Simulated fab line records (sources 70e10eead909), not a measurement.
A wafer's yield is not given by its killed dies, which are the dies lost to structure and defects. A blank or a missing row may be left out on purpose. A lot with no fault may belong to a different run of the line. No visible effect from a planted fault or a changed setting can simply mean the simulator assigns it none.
The tool behind it: which one? | flow nandHarc | 39 wafers from 13 lots sampled at 6 of the route's 1302 steps

WHAT EACH GAUGE READ, for each wafer
NHARC_A_DECK1_JOINT_THK_MEAS_14: measures by ellipsometry.
lot  | measured     | on           | thkNm (nm)
L158 | day 11 21:07 | filmMetro-01 | 49.3 50.8 51.8
L157 | day 12 00:56 | filmMetro-02 | 51.9 51.1 50.3
L160 | day 12 03:32 | filmMetro-02 | 48.6 54.3 53.5
L159 | day 12 03:32 | filmMetro-01 | 51.7 53.9 52.0
L161 | day 13 02:10 | filmMetro-02 | 53.3 49.4 55.9
L167 | day 15 14:00 | filmMetro-01 | 50.4 48.5 51.7
L168 | day 15 20:44 | filmMetro-02 | 50.5 48.5 51.4
L172 | day 17 07:55 | filmMetro-01 | 50.9 48.5 52.7
L175 | day 18 19:11 | filmMetro-01 | 50.6 50.9 50.0
L176 | day 19 04:35 | filmMetro-01 | 52.3 51.9 48.8
L179 | day 20 10:52 | filmMetro-02 | 50.0 50.6 48.9
L178 | day 20 20:24 | filmMetro-01 | 52.3 52.5 51.3
L180 | day 20 20:24 | filmMetro-02 | 48.7 51.9 54.3

NHARC_A_DECK1_JOINT_THK_MEAS_17: measures by ellipsometry.
lot  | measured     | on           | thkNm (nm)
L158 | day 13 04:25 | filmMetro-02 | 43.4 46.4 43.2
L157 | day 13 04:35 | filmMetro-01 | 46.1 45.3 44.6
L160 | day 13 04:25 | filmMetro-01 | 43.5 45.3 44.1
L159 | day 13 04:35 | filmMetro-01 | 45.1 44.4 43.5
L161 | day 14 06:43 | filmMetro-01 | 43.7 42.7 45.7
L167 | day 16 13:26 | filmMetro-01 | 35.4 37.1 35.9
L168 | day 17 00:29 | filmMetro-01 | 35.5 36.0 37.6
L172 | day 18 07:01 | filmMetro-02 | 44.0 45.9 46.3
L175 | day 19 16:53 | filmMetro-02 | 44.3 45.1 44.8
L176 | day 20 06:16 | filmMetro-01 | 44.1 44.8 46.8
L179 | day 21 11:13 | filmMetro-01 | 44.7 46.8 44.8
L178 | day 21 17:54 | filmMetro-02 | 44.8 46.1 44.9
L180 | day 21 18:02 | filmMetro-02 | 44.0 45.5 46.0

NHARC_END_SORT_01.
lot  | measured     | on        | killedAtArray | killedAtOther | killedAtPeriphery | killedDies | killedOpen | killedShort
L175 | day 31 10:26 | prober-01 | 35            | 0             | 9                 | 44         | 2          | 2

WHICH TOOL RAN EACH LOT (tool, then ch and the chambers of the sampled wafers, then the start)
lot  | NHARC_A_CHANNEL_FILL_D1_ALD_16  | NHARC_A_DECK1_JOINT_CMP_02    | NHARC_A_DECK1_JOINT_DEP_16
L158 | aldHk-04 ch 0,1,2, day 9 20:34  | cmp-03 ch 0,3, day 13 03:45   | pecvd-04 ch 0,2, day 13 04:12
L157 | aldHk-01 ch 0,3, day 9 20:34    | cmp-02 ch 2,3, day 13 03:45   | pecvd-03 ch 0,1,2, day 13 04:23
L160 | aldHk-02 ch 0,3, day 10 04:17   | cmp-04 ch 1,2,3, day 13 03:48 | pecvd-03 ch 0,2, day 13 04:08
L159 | aldHk-01 ch 0,3, day 10 07:44   | cmp-04 ch 0,2, day 13 03:55   | pecvd-04 ch 0,1,2, day 13 04:19
L161 | aldHk-01 ch 0,1,3, day 11 03:50 | cmp-02 ch 0,1,2, day 14 05:58 | pecvd-02 ch 0,1, day 14 06:21
L167 | aldHk-04 ch 0,2,3, day 13 14:43 | cmp-02 ch 0,2,3, day 16 12:47 | pecvd-02 ch 1,2, day 16 13:09
L168 | aldHk-02 ch 0,3, day 13 23:01   | cmp-03 ch 0,2,3, day 16 23:52 | pecvd-02 ch 0,2, day 17 00:16
L172 | aldHk-01 ch 0,1,2, day 15 10:07 | cmp-03 ch 0,1,2, day 18 06:06 | pecvd-04 ch 0,1, day 18 06:44
L175 | aldHk-04 ch 1,2,3, day 16 20:18 | cmp-02 ch 0,1,2, day 19 16:16 | pecvd-04 ch 0,1, day 19 16:38
L176 | aldHk-04 ch 0,2,3, day 17 02:37 | cmp-04 ch 0,1,2, day 20 05:36 | pecvd-03 ch 1,2, day 20 06:01
L179 | aldHk-04 ch 0,2,3, day 18 12:33 | cmp-03 ch 2,3, day 21 10:25   | pecvd-03 ch 1,2, day 21 10:49
L178 | aldHk-02 ch 0,1,3, day 18 20:48 | cmp-02 ch 0,1,3, day 21 17:04 | pecvd-02 ch 0,1,2, day 21 17:37
L180 | aldHk-01 ch 1,2,3, day 19 00:24 | cmp-04 ch 1,2,3, day 21 17:02 | pecvd-03 ch 1,2, day 21 17:40
- NHARC_A_CHANNEL_FILL_D1_ALD_16: deposits SiO2, target thk 1.5 nm, pulse time 10 s, ald cycles 15.
- NHARC_A_DECK1_JOINT_CMP_02: polishes SiOx.
- NHARC_A_DECK1_JOINT_DEP_16: deposits SiO2, target thk 45 nm.

WHAT THE TOOLS THEMSELVES READ (means of the sampled wafers that have a number; where no wafer has one, the mark that the record gives instead)
NHARC_A_CHANNEL_FILL_D1_ALD_16.
lot  | tool     | heaterPowerW (W) | precursorPulseHeightRel
L158 | aldHk-04 | 436              | 0.997
L157 | aldHk-01 | 459              | 0.991
L160 | aldHk-02 | 430              | 1.003
L159 | aldHk-01 | 496              | 1.007
L161 | aldHk-01 | 468              | 0.996
L167 | aldHk-04 | 443              | 1.010
L168 | aldHk-02 | 428              | 1.010
L172 | aldHk-01 | 501              | 0.989
L175 | aldHk-04 | 437              | 1.013
L176 | aldHk-04 | 457              | 1.012
L179 | aldHk-04 | 448              | 0.997
L178 | aldHk-02 | 448              | 0.993
L180 | aldHk-01 | 480              | 1.010

NHARC_A_DECK1_JOINT_CMP_02.
lot  | tool   | edgeZonePressureFrac | motorCurrentA (A)
L158 | cmp-03 | 1.003                | 12.4
L157 | cmp-02 | 0.998                | 13.0
L160 | cmp-04 | 1.002                | 12.3
L159 | cmp-04 | 1.003                | 11.4
L161 | cmp-02 | 0.999                | 13.5
L167 | cmp-02 | 1.003                | 13.6
L168 | cmp-03 | 1.003                | 12.6
L172 | cmp-03 | 0.992                | 13.4
L175 | cmp-02 | 0.998                | 13.3
L176 | cmp-04 | 1.000                | 12.0
L179 | cmp-03 | 1.001                | 11.9
L178 | cmp-02 | 1.002                | 13.0
L180 | cmp-04 | 1.006                | 12.8

NHARC_A_DECK1_JOINT_DEP_16.
lot  | tool     | heaterPowerW (W) | throttleValvePct (%)
L158 | pecvd-04 | 659              | 15.6
L157 | pecvd-03 | 555              | 15.5
L160 | pecvd-03 | 536              | 16.0
L159 | pecvd-04 | 615              | 15.7
L161 | pecvd-02 | 491              | 16.4
L167 | pecvd-02 | 533              | 16.6
L168 | pecvd-02 | 500              | 16.9
L172 | pecvd-04 | 755              | 15.8
L175 | pecvd-04 | 681              | 15.7
L176 | pecvd-03 | 525              | 15.8
L179 | pecvd-03 | 513              | 15.9
L178 | pecvd-02 | 552              | 16.8
L180 | pecvd-03 | 540              | 15.8

THE ANSWER, worked out from the rows above alone
Rule: usual is defined by the lots themselves. Put in order of their means at a reading, lots are off if they are a third of the lots or fewer, leave a main group of 4 or more, and stand apart from it by a gap of 3 or more times the standard deviation of the main group's means; of several such gaps the widest counts. The tables above print the reading to a certain number of digits; a main group whose means all agree to those digits is not used. A lot without any number at a reading at which 4 lots or more have one is off too. Where the step has rows for the other lots, those lots are counted as sound. Order of review: gauges by route order, followed by the tools' own readings, for which a lot's mean as printed above is used. The first step at which some lot is off is used, and at that step the reading that is off furthest; a lot without a number counts as furthest.
Off, at NHARC_A_DECK1_JOINT_THK_MEAS_17 on thkNm: L167, L168. The main group has a mean of 44.9 nm with a standard deviation of 0.51.
If a tool, at a process step before that reading, ran all the lots that are off and no sound lot after the first of them, it fits. Gauges at NHARC_A_DECK1_JOINT_THK_MEAS_17: tried the same way as those tools. None of those tried fits.

WHAT THE SIMULATOR HAD INSERTED
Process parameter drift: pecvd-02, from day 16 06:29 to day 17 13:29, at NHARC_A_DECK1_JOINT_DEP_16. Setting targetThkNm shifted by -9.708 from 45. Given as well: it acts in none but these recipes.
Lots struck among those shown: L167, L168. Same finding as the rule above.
